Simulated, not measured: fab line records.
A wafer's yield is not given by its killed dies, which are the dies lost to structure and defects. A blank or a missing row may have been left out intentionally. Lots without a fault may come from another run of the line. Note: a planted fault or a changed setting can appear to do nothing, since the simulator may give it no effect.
Chamber matching :: flow n5Finfet :: 4 sister chambers for N5_BEOL_M4_DESCUM_16 on rieDiel-06
The step chemistry O2, time 7 s. 8 wafers are shown with their chamber, then 10 later ones without.

== WAFERS, EACH WITH ITS CHAMBER ==
wafer: L089.4
chamber: 0
showerheadPlenumPTorr (Torr): 2.20
drypumpMotorCurrentA (A): 6.0

wafer: L091.5
chamber: 1
showerheadPlenumPTorr (Torr): 2.04
drypumpMotorCurrentA (A): 5.8

wafer: L091.6
chamber: 2
showerheadPlenumPTorr (Torr): 1.98
drypumpMotorCurrentA (A): 5.5

wafer: L092.1
chamber: 3
showerheadPlenumPTorr (Torr): 2.18
drypumpMotorCurrentA (A): 5.7

wafer: L092.2
chamber: 2
showerheadPlenumPTorr (Torr): 1.98
drypumpMotorCurrentA (A): 5.6

wafer: L092.4
chamber: 0
showerheadPlenumPTorr (Torr): 2.19
drypumpMotorCurrentA (A): 6.0

wafer: L093.1
chamber: 1
showerheadPlenumPTorr (Torr): 2.04
drypumpMotorCurrentA (A): 5.8

wafer: L093.3
chamber: 3
showerheadPlenumPTorr (Torr): 2.18
drypumpMotorCurrentA (A): 5.7

== WAFERS WHOSE CHAMBER IS MISSING ==
wafer: L093.4
showerheadPlenumPTorr (Torr): 2.19
drypumpMotorCurrentA (A): 6.0

wafer: L095.2
showerheadPlenumPTorr (Torr): 2.19
drypumpMotorCurrentA (A): 6.0

wafer: L095.4
showerheadPlenumPTorr (Torr): 1.98
drypumpMotorCurrentA (A): 5.5

wafer: L095.5
showerheadPlenumPTorr (Torr): 2.18
drypumpMotorCurrentA (A): 5.7

wafer: L094.1
showerheadPlenumPTorr (Torr): 2.19
drypumpMotorCurrentA (A): 6.0

wafer: L094.3
showerheadPlenumPTorr (Torr): 2.18
drypumpMotorCurrentA (A): 5.8

wafer: L094.6
showerheadPlenumPTorr (Torr): 2.19
drypumpMotorCurrentA (A): 6.0

wafer: L096.1
showerheadPlenumPTorr (Torr): 2.18
drypumpMotorCurrentA (A): 5.7

wafer: L096.4
showerheadPlenumPTorr (Torr): 2.18
drypumpMotorCurrentA (A): 5.7

wafer: L096.5
showerheadPlenumPTorr (Torr): 2.19
drypumpMotorCurrentA (A): 6.0

== EACH ONE'S CHAMBER ==
wafer: L093.4
from the rows above: 0
in truth: 0

wafer: L095.2
from the rows above: 0
in truth: 0

wafer: L095.4
from the rows above: 2
in truth: 2

wafer: L095.5
from the rows above: 3
in truth: 3

wafer: L094.1
from the rows above: 0
in truth: 0

wafer: L094.3
from the rows above: 3
in truth: 3

wafer: L094.6
from the rows above: 0
in truth: 0

wafer: L096.1
from the rows above: 3
in truth: 3

wafer: L096.4
from the rows above: 3
in truth: 3

wafer: L096.5
from the rows above: 0
in truth: 0
Correct placement for 10 of the 10. Left unplaced by these rows: 0. 0 placed wrongly.
How it was worked out, from the rows above alone: a wafer's distance from a chamber is the root of the sum, over the readings, of the square of ((its reading less the chamber's mean) divided by the reading's scatter). The wafer belongs to the nearest chamber; if the next one is less than 2 further off, it can't be placed. The mean given for a chamber averages the wafers shown for that chamber. The scatter is the square root of a quotient: the sum, over the shown wafers, of each reading's squared deviation from its chamber's mean, divided by wafers minus chambers.
